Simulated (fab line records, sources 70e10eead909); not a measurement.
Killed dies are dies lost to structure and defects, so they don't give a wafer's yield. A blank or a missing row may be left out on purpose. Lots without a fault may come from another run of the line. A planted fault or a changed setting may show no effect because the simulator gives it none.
Chamber matching | flow nand_harc | NHARC_A_STAIRCASE_DESCUM_312 on rie_diel-08: 3 sister chambers
The step chemistry O2, time 3 s. 16 wafers are shown with their chamber, then 5 later ones without.

WAFERS WITH THEIR CHAMBER
wafer  | chamber | drypump_motor_current_A (A) | showerhead_plenum_p_Torr (Torr) | throttle_valve_pct (%)
L074.3 | 0       | 5.7                         | 1.76                            | 11.300
L074.4 | 3       | 5.1                         | 1.85                            | 11.316
L074.5 | 0       | 5.7                         | 1.76                            | 11.325
L075.1 | 0       | 5.7                         | 1.76                            | 11.313
L075.3 | 1       | 5.4                         | 1.97                            | 11.306
L075.6 | 1       | 5.4                         | 1.97                            | 11.315
L080.1 | 0       | 5.8                         | 2.08                            | 11.291
L080.4 | 3       | 5.1                         | 1.84                            | 11.306
L080.5 | 0       | 5.7                         | 2.08                            | 11.306
L085.3 | 3       | 5.1                         | 1.84                            | 11.320
L085.4 | 1       | 5.4                         | 1.97                            | 11.318
L085.5 | 3       | 5.1                         | 1.84                            | 11.293
L091.2 | 1       | 5.4                         | 1.96                            | 11.308
L091.3 | 0       | 5.7                         | 2.07                            | 11.284
L091.4 | 1       | 5.4                         | 1.96                            | 11.310
L087.2 | 1       | 5.4                         | 1.96                            | 11.324

SIGNATURES (means of the wafers above)
reading                  | chamber 0 | chamber 1 | chamber 3 | scatter within a chamber
drypump_motor_current_A  | 5.717     | 5.400     | 5.100     | 0.0253
showerhead_plenum_p_Torr | 1.9183    | 1.9650    | 1.8425    | 0.108
throttle_valve_pct       | 11.30317  | 11.31350  | 11.30875  | 0.0117
Rule: a wafer's distance from a chamber is the root of the sum, over the readings, of the square of ((its reading less the chamber's mean) divided by the reading's scatter). The wafer belongs to the nearest chamber; if the next one is less than 2 further off, it can't be placed. The scatter: the root of (the sum of the squares of (reading less its chamber's mean) over the shown wafers, divided by (wafers less chambers)).

WAFERS WITHOUT THEIR CHAMBER
wafer  | drypump_motor_current_A (A) | showerhead_plenum_p_Torr (Torr) | throttle_valve_pct (%)
L087.3 | 5.7                         | 2.07                            | 11.293
L086.1 | 5.7                         | 2.07                            | 11.307
L086.6 | 5.4                         | 1.96                            | 11.330
L094.1 | 5.1                         | 1.83                            | 11.311
L094.2 | 5.4                         | 1.96                            | 11.307

WHICH CHAMBER EACH WENT THROUGH
wafer  | from the rows above | in truth
L087.3 | 0                   | 0
L086.1 | 0                   | 0
L086.6 | 1                   | 1
L094.1 | 3                   | 3
L094.2 | 1                   | 1
Placed correctly: 5 of 5. Can't be placed from these rows: 0. Placed wrongly: 0.
